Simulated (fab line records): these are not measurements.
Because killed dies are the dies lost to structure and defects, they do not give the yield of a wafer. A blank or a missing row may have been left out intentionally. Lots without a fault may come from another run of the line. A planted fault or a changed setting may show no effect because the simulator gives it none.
A lot that was struck, set against a sound lot || flow nand harc || 14 steps out of a route of 1159
Sound: wafers L105.1, L105.3, L105.4. Wafers struck: L101.1, L101.4, L101.6. The cause is given at the end.
At each step with rows: each side's tool, then ch and its chambers, then its first start. Under that, the readings that differ: sound wafers || struck wafers || difference of the means || sigmas: that difference in standard deviations of wafers without a fault.
alike: a reading whose means differ by less than 2 such deviations, as well as words and numbers matching on both sides. not compared: withheld readings; readings where some wafer has no value; bounds like >300 that might hide an equal value; numbers whose values overlap and for which the record gives no deviation.
A row with sigmas, a row that says differs or no value, or rows on one side alone: a step with any of these is where the two part. Numbers that don't overlap but have no deviation are shown without sigmas and don't part them. Lack of a reading on every wafer of one side parts them only where that side has two or more wafers.

first, 1 step without rows for these wafers: NHARC_A_CHANNEL_HOLE_D1_ETCH_44 (etches the open film in CF4/O2, target depth 140 nm, overetch 14 nm, time 77 s).
NHARC_A_CHANNEL_HOLE_D1_STRIP_27: strips in O2.
  sound on rie diel-12 ch 1,2; struck on rie diel-05 ch 1,2,3
  alike: drypump motor current A, oes product au, rf vpp V, showerhead plenum p Torr, throttle valve pct
  not compared: rf hours counter h
then, 2 steps without rows for these wafers: NHARC_A_CHANNEL_HOLE_D1_PRECLEAN_28 (cleans in SC1); NHARC_A_CHANNEL_HOLE_D1_SRD_29.
NHARC_A_CHANNEL_HOLE_D1_CD_MEAS_30:
  struck on cd sem-03, day 12 22:29; sound on cd sem-01, day 14 01:26
  alike: cd nm
NHARC_A_CHANNEL_HOLE_D1_XSEM_31:
  sound on xsem-01 ch 0, day 14 01:31; struck on xsem-01 ch 0, day 12 22:35
{"reading": "tilt deg (degrees)", "sound": "0.06 0.06 0.06", "struck": "0.17 0.17 0.17", "difference": "+0.11", "sigmas": "+3"}
  alike: bot cd nm, bow nm
NHARC_A_CHANNEL_HOLE_D1_INSPECT_40:
  struck on defect inspect-01, day 12 22:41; sound on defect inspect-01, day 14 01:37
  alike: raw defect count
then, 2 steps without rows for these wafers: NHARC_A_CHANNEL_FILL_D1_PRECLEAN_00 (cleans in SC1); NHARC_A_CHANNEL_FILL_D1_SRD_01.
NHARC_A_CHANNEL_FILL_D1_ALD_02: deposits SiO2, target thk 6 nm, pulse time 10 s, ald cycles 60.
  sound on ald hk-01 ch 0,1,2, day 14 01:53; struck on ald hk-01 ch 0,3, day 12 23:29
  alike: ald cycles, heater power w, precursor pulse height rel, susceptor temp C
then, 1 step without rows for these wafers: NHARC_A_CHANNEL_FILL_D1_ALD_03 (deposits SiNx, target thk 6 nm, pulse time 60 s, ald cycles 58).
NHARC_A_CHANNEL_FILL_D1_ALD_14: deposits SiO2, target thk 2.5 nm, pulse time 10 s, ald cycles 25.
  sound on ald hk-01 ch 0,1,2, day 14 08:53; struck on ald hk-01 ch 0,3, day 13 06:25
  alike: ald cycles, heater power w, precursor pulse height rel, susceptor temp C
NHARC_A_CHANNEL_FILL_D1_ALD_15: deposits SiNx, target thk 2 nm, pulse time 60 s, ald cycles 19.
  sound on ald sin batch-02 ch 0, day 14 11:58; struck on ald sin batch-01 ch 0, day 13 09:33
{"reading": "ald cycles", "sound": "19 19 19", "struck": "20 20 20", "difference": "+1", "sigmas": ""}
{"reading": "susceptor temp C (C)", "sound": "- - -", "struck": "630.6 630.1 630.3", "difference": "no value on the sound wafers", "sigmas": ""}
  alike: precursor pulse height rel
NHARC_A_CHANNEL_FILL_D1_ALD_16: deposits SiO2, target thk 1.5 nm, pulse time 10 s, ald cycles 15.
  sound on ald hk-04 ch 0,2,3, day 14 14:02; struck on ald hk-01 ch 0,2, day 13 12:45
  alike: ald cycles, heater power w, precursor pulse height rel, susceptor temp C

WHERE THEY PART
Earliest at NHARC_A_CHANNEL_HOLE_D1_XSEM_31; latest, in this record, at NHARC_A_CHANNEL_FILL_D1_ALD_15. Later steps at which nothing parts them and some readings are alike: NHARC_A_CHANNEL_FILL_D1_ALD_16.

WHY: what the simulator had put in
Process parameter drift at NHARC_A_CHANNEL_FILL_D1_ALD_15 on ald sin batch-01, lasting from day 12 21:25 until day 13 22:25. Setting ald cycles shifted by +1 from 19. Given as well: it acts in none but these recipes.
